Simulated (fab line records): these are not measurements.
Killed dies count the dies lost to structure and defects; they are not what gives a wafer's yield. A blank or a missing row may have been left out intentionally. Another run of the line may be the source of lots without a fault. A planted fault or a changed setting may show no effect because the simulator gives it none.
Matching of chambers :: flow n5Finfet :: N5_BEOL_M14_ETCH_67 on rieDiel-02: 4 sister chambers
The step etches SiARC in CF4, target depth 143 nm, time 238.3 s. 4 wafers are shown with their chamber, then 7 later ones without.

EACH WAFER AND ITS CHAMBER
wafer: L078.5
chamber: 3
throttleValvePct (%): 15.62

wafer: L084.6
chamber: 1
throttleValvePct (%): 15.57

wafer: L092.3
chamber: 2
throttleValvePct (%): 16.17

wafer: L092.4
chamber: 0
throttleValvePct (%): 15.71

WAFERS WITHOUT THEIR CHAMBER
wafer: L092.6
throttleValvePct (%): 16.18

wafer: L093.1
throttleValvePct (%): 15.59

wafer: L093.3
throttleValvePct (%): 15.66

wafer: L093.4
throttleValvePct (%): 15.70

wafer: L094.1
throttleValvePct (%): 16.18

wafer: L094.5
throttleValvePct (%): 15.67

wafer: L094.6
throttleValvePct (%): 16.19

WHICH CHAMBER EACH WENT THROUGH
wafer: L092.6
from the rows above: 2
in truth: 2

wafer: L093.1
from the rows above: can't be placed: 1 or 3
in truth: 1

wafer: L093.3
from the rows above: can't be placed: 3 or 0
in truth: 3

wafer: L093.4
from the rows above: 0
in truth: 0

wafer: L094.1
from the rows above: 2
in truth: 2

wafer: L094.5
from the rows above: can't be placed: 0 or 3
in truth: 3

wafer: L094.6
from the rows above: 2
in truth: 2
Correctly placed: 4 of 7. From these rows, 3 cannot be placed; in 3 the true chamber is one of the candidates. Wrongly placed: 0.
How it was worked out, from the rows above alone: a wafer's distance from a chamber is the root of the sum, over the readings, of the square of ((its reading less the chamber's mean) divided by the reading's scatter). The wafer belongs to the nearest chamber; if the next one is less than 2 further off, it can't be placed. A chamber's mean is the mean of its shown wafers. The scatter: with one shown wafer a chamber, the root of the mean of the squares of how far each hidden wafer lies from its nearest shown one.
